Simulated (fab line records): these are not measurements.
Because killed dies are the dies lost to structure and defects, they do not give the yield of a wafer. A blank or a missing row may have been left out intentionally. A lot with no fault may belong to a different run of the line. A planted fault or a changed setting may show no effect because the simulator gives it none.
Which tool was responsible? / flow nand_harc / 22 lots, 66 wafers sampled, at 2 steps of a route of 1302

== WHAT EACH GAUGE READ, for each wafer ==
NHARC_A_CHANNEL_HOLE_D2_CD_MEAS_18. Usual: cd_nm 99.2 nm, standard deviation 2.3.
lot=L074; measured=day 13 03:37; on=cd_sem-02; cd_nm (nm)=103.1 97.5 99.9; flag=
lot=L075; measured=day 13 15:10; on=cd_sem-03; cd_nm (nm)=99.4 99.6 97.9; flag=
lot=L076; measured=day 14 03:30; on=cd_sem-03; cd_nm (nm)=100.7 99.0 99.4; flag=
lot=L077; measured=day 14 04:37; on=cd_sem-01; cd_nm (nm)=102.8 99.6 105.1; flag=
lot=L079; measured=day 14 22:47; on=cd_sem-02; cd_nm (nm)=99.9 100.8 99.2; flag=
lot=L080; measured=day 15 21:46; on=cd_sem-01; cd_nm (nm)=95.9 98.7 98.1; flag=
lot=L082; measured=day 16 08:22; on=cd_sem-02; cd_nm (nm)=96.6 100.2 95.7; flag=
lot=L083; measured=day 17 01:31; on=cd_sem-03; cd_nm (nm)=95.3 97.0 98.0; flag=
lot=L084; measured=day 17 06:04; on=cd_sem-01; cd_nm (nm)=96.8 98.4 98.0; flag=
lot=L085; measured=day 18 02:53; on=cd_sem-01; cd_nm (nm)=96.0 99.0 97.6; flag=
lot=L086; measured=day 18 13:14; on=cd_sem-01; cd_nm (nm)=101.4 97.6 101.1; flag=
lot=L087; measured=day 18 13:44; on=cd_sem-02; cd_nm (nm)=95.6 98.0 94.8; flag=
lot=L088; measured=day 19 01:24; on=cd_sem-01; cd_nm (nm)=98.5 99.1 94.9; flag=
lot=L089; measured=day 19 20:17; on=cd_sem-01; cd_nm (nm)=98.1 104.6 101.0; flag=
lot=L091; measured=day 20 00:08; on=cd_sem-03; cd_nm (nm)=96.7 96.3 98.7; flag=
lot=L090; measured=day 20 01:28; on=cd_sem-03; cd_nm (nm)=101.1 99.8 98.5; flag=
lot=L092; measured=day 20 13:15; on=cd_sem-03; cd_nm (nm)=98.3 99.9 100.7; flag=
lot=L093; measured=day 21 01:30; on=cd_sem-01; cd_nm (nm)=97.0 94.7 97.6; flag=
lot=L094; measured=day 21 02:47; on=cd_sem-03; cd_nm (nm)=99.8 100.9 97.9; flag=
lot=L095; measured=day 22 07:39; on=cd_sem-01; cd_nm (nm)=100.8 100.1 98.4; flag=
lot=L096; measured=day 22 22:08; on=cd_sem-01; cd_nm (nm)=100.2 100.6 100.2; flag=
lot=L097; measured=day 22 23:27; on=cd_sem-01; cd_nm (nm)=98.2 95.9 97.4; flag=

== WHICH TOOL RAN EACH LOT (tool, then ch and the chambers of the sampled wafers, then the start) ==
lot=L074; NHARC_A_CHANNEL_HOLE_D2_DESCUM_15=rie_diel-12 ch 1,2,3, day 13 02:31
lot=L075; NHARC_A_CHANNEL_HOLE_D2_DESCUM_15=rie_diel-12 ch 0,2,3, day 13 14:04
lot=L076; NHARC_A_CHANNEL_HOLE_D2_DESCUM_15=rie_diel-01 ch 0,1, day 14 02:24
lot=L077; NHARC_A_CHANNEL_HOLE_D2_DESCUM_15=rie_diel-10 ch 0,2,3, day 14 03:32
lot=L079; NHARC_A_CHANNEL_HOLE_D2_DESCUM_15=rie_diel-01 ch 0,2,3, day 14 21:41
lot=L080; NHARC_A_CHANNEL_HOLE_D2_DESCUM_15=rie_diel-01 ch 1,3, day 15 20:39
lot=L082; NHARC_A_CHANNEL_HOLE_D2_DESCUM_15=rie_diel-12 ch 0,2,3, day 16 07:16
lot=L083; NHARC_A_CHANNEL_HOLE_D2_DESCUM_15=rie_diel-10 ch 0,1, day 17 00:11
lot=L084; NHARC_A_CHANNEL_HOLE_D2_DESCUM_15=rie_diel-12 ch 1,2,3, day 17 04:58
lot=L085; NHARC_A_CHANNEL_HOLE_D2_DESCUM_15=rie_diel-12 ch 2,3, day 18 01:47
lot=L086; NHARC_A_CHANNEL_HOLE_D2_DESCUM_15=rie_diel-01 ch 1,2,3, day 18 12:08
lot=L087; NHARC_A_CHANNEL_HOLE_D2_DESCUM_15=rie_diel-12 ch 0,1,2, day 18 12:38
lot=L088; NHARC_A_CHANNEL_HOLE_D2_DESCUM_15=rie_diel-12 ch 0,1, day 19 00:17
lot=L089; NHARC_A_CHANNEL_HOLE_D2_DESCUM_15=rie_diel-10 ch 0,3, day 19 19:11
lot=L091; NHARC_A_CHANNEL_HOLE_D2_DESCUM_15=rie_diel-12 ch 0,1,2, day 19 23:02
lot=L090; NHARC_A_CHANNEL_HOLE_D2_DESCUM_15=rie_diel-01 ch 1,2,3, day 20 00:22
lot=L092; NHARC_A_CHANNEL_HOLE_D2_DESCUM_15=rie_diel-01 ch 0,3, day 20 12:08
lot=L093; NHARC_A_CHANNEL_HOLE_D2_DESCUM_15=rie_diel-12 ch 0,1,3, day 21 00:23
lot=L094; NHARC_A_CHANNEL_HOLE_D2_DESCUM_15=rie_diel-12 ch 0,1,2, day 21 01:41
lot=L095; NHARC_A_CHANNEL_HOLE_D2_DESCUM_15=rie_diel-01 ch 0,2,3, day 22 06:34
lot=L096; NHARC_A_CHANNEL_HOLE_D2_DESCUM_15=rie_diel-12 ch 0,1, day 22 21:02
lot=L097; NHARC_A_CHANNEL_HOLE_D2_DESCUM_15=rie_diel-01 ch 0,1,2, day 22 22:20
- NHARC_A_CHANNEL_HOLE_D2_DESCUM_15: chemistry O2, time 3 s.

== WHAT THE TOOLS THEMSELVES READ (means of the sampled wafers that have a number; where no wafer has one, the mark that the record gives instead) ==
NHARC_A_CHANNEL_HOLE_D2_DESCUM_15. Usual: drypump_motor_current_A 5.5 A, standard deviation 0.48; o2_flow_sccm 199.9 sccm, standard deviation 0.58; oes_product_au 1.000 a.u., standard deviation 0.0094; rf_vpp_V 57.9 V, standard deviation 0.96; showerhead_plenum_p_Torr 1.93 Torr, standard deviation 0.08; throttle_valve_pct 11.311 %, standard deviation 0.0094.
lot=L074; tool=rie_diel-12; drypump_motor_current_A (A)=5.2; o2_flow_sccm (sccm)=199.6; oes_product_au (a.u.)=0.995; rf_vpp_V (V)=57.8; showerhead_plenum_p_Torr (Torr)=1.96; throttle_valve_pct (%)=11.317; flag=
lot=L075; tool=rie_diel-12; drypump_motor_current_A (A)=5.5; o2_flow_sccm (sccm)=199.9; oes_product_au (a.u.)=0.998; rf_vpp_V (V)=58.1; showerhead_plenum_p_Torr (Torr)=1.98; throttle_valve_pct (%)=11.311; flag=
lot=L076; tool=rie_diel-01; drypump_motor_current_A (A)=5.7; o2_flow_sccm (sccm)=199.8; oes_product_au (a.u.)=0.998; rf_vpp_V (V)=57.4; showerhead_plenum_p_Torr (Torr)=1.85; throttle_valve_pct (%)=11.298; flag=
lot=L077; tool=rie_diel-10; drypump_motor_current_A (A)=5.7; o2_flow_sccm (sccm)=199.6; oes_product_au (a.u.)=1.005; rf_vpp_V (V)=57.3; showerhead_plenum_p_Torr (Torr)=1.91; throttle_valve_pct (%)=11.296; flag=
lot=L079; tool=rie_diel-01; drypump_motor_current_A (A)=5.7; o2_flow_sccm (sccm)=199.7; oes_product_au (a.u.)=1.000; rf_vpp_V (V)=57.6; showerhead_plenum_p_Torr (Torr)=1.92; throttle_valve_pct (%)=11.322; flag=
lot=L080; tool=rie_diel-01; drypump_motor_current_A (A)=5.3; o2_flow_sccm (sccm)=200.0; oes_product_au (a.u.)=1.018; rf_vpp_V (V)=57.8; showerhead_plenum_p_Torr (Torr)=1.87; throttle_valve_pct (%)=11.311; flag=
lot=L082; tool=rie_diel-12; drypump_motor_current_A (A)=5.5; o2_flow_sccm (sccm)=199.6; oes_product_au (a.u.)=1.000; rf_vpp_V (V)=58.2; showerhead_plenum_p_Torr (Torr)=1.98; throttle_valve_pct (%)=11.317; flag=
lot=L083; tool=rie_diel-10; drypump_motor_current_A (A)=5.8; o2_flow_sccm (sccm)=200.7; oes_product_au (a.u.)=0.988; rf_vpp_V (V)=57.5; showerhead_plenum_p_Torr (Torr)=1.88; throttle_valve_pct (%)=11.304; flag=
lot=L084; tool=rie_diel-12; drypump_motor_current_A (A)=5.2; o2_flow_sccm (sccm)=200.0; oes_product_au (a.u.)=0.995; rf_vpp_V (V)=57.7; showerhead_plenum_p_Torr (Torr)=1.96; throttle_valve_pct (%)=11.319; flag=
lot=L085; tool=rie_diel-12; drypump_motor_current_A (A)=5.5; o2_flow_sccm (sccm)=199.6; oes_product_au (a.u.)=0.993; rf_vpp_V (V)=58.6; showerhead_plenum_p_Torr (Torr)=1.99; throttle_valve_pct (%)=11.308; flag=
lot=L086; tool=rie_diel-01; drypump_motor_current_A (A)=5.5; o2_flow_sccm (sccm)=200.0; oes_product_au (a.u.)=1.011; rf_vpp_V (V)=56.4; showerhead_plenum_p_Torr (Torr)=1.87; throttle_valve_pct (%)=11.314; flag=
lot=L087; tool=rie_diel-12; drypump_motor_current_A (A)=5.4; o2_flow_sccm (sccm)=199.8; oes_product_au (a.u.)=1.000; rf_vpp_V (V)=58.0; showerhead_plenum_p_Torr (Torr)=2.00; throttle_valve_pct (%)=11.318; flag=
lot=L088; tool=rie_diel-12; drypump_motor_current_A (A)=5.0; o2_flow_sccm (sccm)=199.9; oes_product_au (a.u.)=0.999; rf_vpp_V (V)=58.7; showerhead_plenum_p_Torr (Torr)=1.97; throttle_valve_pct (%)=11.304; flag=
lot=L089; tool=rie_diel-10; drypump_motor_current_A (A)=5.8; o2_flow_sccm (sccm)=199.8; oes_product_au (a.u.)=1.003; rf_vpp_V (V)=58.3; showerhead_plenum_p_Torr (Torr)=1.90; throttle_valve_pct (%)=11.305; flag=
lot=L091; tool=rie_diel-12; drypump_motor_current_A (A)=5.4; o2_flow_sccm (sccm)=200.3; oes_product_au (a.u.)=0.997; rf_vpp_V (V)=58.5; showerhead_plenum_p_Torr (Torr)=1.99; throttle_valve_pct (%)=11.310; flag=
lot=L090; tool=rie_diel-01; drypump_motor_current_A (A)=5.5; o2_flow_sccm (sccm)=199.8; oes_product_au (a.u.)=1.007; rf_vpp_V (V)=57.7; showerhead_plenum_p_Torr (Torr)=1.87; throttle_valve_pct (%)=11.315; flag=
lot=L092; tool=rie_diel-01; drypump_motor_current_A (A)=5.7; o2_flow_sccm (sccm)=200.1; oes_product_au (a.u.)=1.005; rf_vpp_V (V)=58.3; showerhead_plenum_p_Torr (Torr)=1.97; throttle_valve_pct (%)=11.308; flag=
lot=L093; tool=rie_diel-12; drypump_motor_current_A (A)=5.2; o2_flow_sccm (sccm)=199.5; oes_product_au (a.u.)=0.994; rf_vpp_V (V)=57.7; showerhead_plenum_p_Torr (Torr)=1.95; throttle_valve_pct (%)=11.316; flag=
lot=L094; tool=rie_diel-12; drypump_motor_current_A (A)=5.4; o2_flow_sccm (sccm)=200.1; oes_product_au (a.u.)=0.998; rf_vpp_V (V)=58.7; showerhead_plenum_p_Torr (Torr)=1.99; throttle_valve_pct (%)=11.313; flag=
lot=L095; tool=rie_diel-01; drypump_motor_current_A (A)=5.7; o2_flow_sccm (sccm)=200.0; oes_product_au (a.u.)=1.000; rf_vpp_V (V)=57.5; showerhead_plenum_p_Torr (Torr)=1.92; throttle_valve_pct (%)=11.312; flag=
lot=L096; tool=rie_diel-12; drypump_motor_current_A (A)=5.3; o2_flow_sccm (sccm)=200.2; oes_product_au (a.u.)=0.989; rf_vpp_V (V)=57.8; showerhead_plenum_p_Torr (Torr)=1.98; throttle_valve_pct (%)=11.308; flag=
lot=L097; tool=rie_diel-01; drypump_motor_current_A (A)=5.9; o2_flow_sccm (sccm)=199.5; oes_product_au (a.u.)=1.006; rf_vpp_V (V)=57.6; showerhead_plenum_p_Torr (Torr)=1.85; throttle_valve_pct (%)=11.305; flag=

== THE ANSWER, worked out from the rows above alone ==
Rule: lot off if the mean of its wafers having a number is beyond 3 standard deviations from the usual mean. Also off: a lot with no number at a reading for which 4 or more lots have one. Where the step has rows for the other lots, those lots are counted as sound. After the gauges, taken in route order, come the tools' own readings; for these a lot's mean is taken, as printed above. The first step at which some lot is off is used, and at that step the reading that is off furthest; a lot without a number counts as furthest.
No lot is off at any reading shown: from this, nothing can be told.

== WHAT THE SIMULATOR HAD INSERTED ==
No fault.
